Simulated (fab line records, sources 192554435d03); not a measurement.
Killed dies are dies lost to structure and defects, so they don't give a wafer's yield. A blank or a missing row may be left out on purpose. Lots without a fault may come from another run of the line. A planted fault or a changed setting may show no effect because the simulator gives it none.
Problem report in the 8D (eight disciplines) form, filled by code | flow n5_finfet | the parts of the form that need people (team, actions taken, sign-off) are left out

1. THE PROBLEM
killed_at_front_end at N5_PASSIVATION_PROBE_49 reads a mean of 145 on 3 wafers of 2 lots; wafers without a fault read 39 with a standard deviation of 12. That is +8.8 standard deviations from the usual mean.
First seen on wafer L978.2, day 12 22:54, on prober-02. The record holds 18 wafers of 6 lots with a number at this step. Rule for "out", or "out of limits": more than 4 standard deviations from the usual mean. The other wafers with a number count as sound.

2. WHAT IT IS AND WHAT IT IS NOT
question                    | is                                                                                                       | is not
which readings at this step | killed_at_front_end, defect_limited_yield, killed_dies, sort_bin_5_function, sort_n_pass, sort_yield_pct | killed_at_contacts, killed_at_other, killed_open
which lots                  | L978, L983                                                                                               | L975, L986, L993, L997
which wafers of those lots  | L978.2, L978.4, L983.1                                                                                   | L978.1, L983.2, L983.5
read on which tools         | prober-02                                                                                                | prober-01
when                        | from day 12 22:54                                                                                        | up to then (4 sound wafers); but 11 sound wafers of L983, L986, L993, L997 came after

3. SUSPECTS, AND WHAT RULES EACH OUT
Counting: a tool at a process step up to the reading stays a suspect if it ran every lot that is out. Sound lots after the first of them don't rule it out here, since some wafers of a struck lot are sound.
- rie_metal-03 at N5_GATE_CUT_VAPOR_ETCH_51 (etches HfO2 in BCl3/Cl2): kept. It ran every lot that is out, first L978 (day 5 17:08); its last sound lot up to then is L975 (day 4 22:23).
- rie_diel-05 at N5_PASSIVATION_DESCUM_12 (chemistry O2, time 7.9 s): kept. It ran every lot that is out, first L978 (day 12 15:50).
- prober-02 at N5_PASSIVATION_PROBE_49: kept. It ran every lot that is out, first L978 (day 12 22:51). Its own readings are out on those wafers: defect_limited_yield, killed_at_front_end, killed_dies, sort_bin_5_function, sort_n_pass, sort_yield_pct.
- Within rie_metal-03 at N5_GATE_CUT_VAPOR_ETCH_51: the wafers that are out ran in chamber 0; their sound lot-mates ran in chamber 1.
Left after counting: rie_metal-03 at N5_GATE_CUT_VAPOR_ETCH_51, rie_diel-05 at N5_PASSIVATION_DESCUM_12, prober-02 at N5_PASSIVATION_PROBE_49.

4. THE CAUSE (what the simulator had put in)
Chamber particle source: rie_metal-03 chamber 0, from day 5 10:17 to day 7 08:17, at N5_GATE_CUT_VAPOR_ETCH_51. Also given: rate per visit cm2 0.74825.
Counting left 3 suspects, and this tool is among them.

5. THE CHAIN OF EFFECTS, in route order
Each row: a reading whose mean over the struck wafers that have a number lies more than 3 standard deviations from the usual. Only readings for which the record gives a usual standard deviation are gone through. hours: the time from each lot's start at the first step in this table that gives one to its start at this step, as a median over the lots. sigmas: the change in usual standard deviations.
hours | step                    | reading              | usual  | on struck wafers | change | sigmas
0     | N5_PASSIVATION_PROBE_49 | defect_limited_yield | 91.5 % | 80.4             | -11.1  | -7.0
0     | N5_PASSIVATION_PROBE_49 | killed_at_front_end  | 39     | 145              | +106   | +8.8
0     | N5_PASSIVATION_PROBE_49 | killed_dies          | 101    | 232              | +131   | +6.9
0     | N5_PASSIVATION_PROBE_49 | sort_bin_5_function  | 5.0 %  | 12.1             | +7.1   | +7.1
0     | N5_PASSIVATION_PROBE_49 | sort_n_pass          | 1079   | 948              | -131   | -6.9
0     | N5_PASSIVATION_PROBE_49 | sort_yield_pct       | 91.5 % | 80.4             | -11.1  | -7.0
The process steps in it:
- N5_PASSIVATION_PROBE_49

6. WHAT WOULD HAVE CAUGHT IT SOONER
In this record the first reading out of limits was taken at day 12 22:54, 181 hours after the fault began at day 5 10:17.
Of the tool readings at N5_GATE_CUT_VAPOR_ETCH_51 for which the record gives a usual standard deviation, none was out on any struck wafer, so an alarm limit of 4 standard deviations on them would not have fired.
All the lots that are out (2) had begun N5_GATE_CUT_VAPOR_ETCH_51 on rie_metal-03 by day 12 22:54. A hold on the tool at that time would have spared none of them.
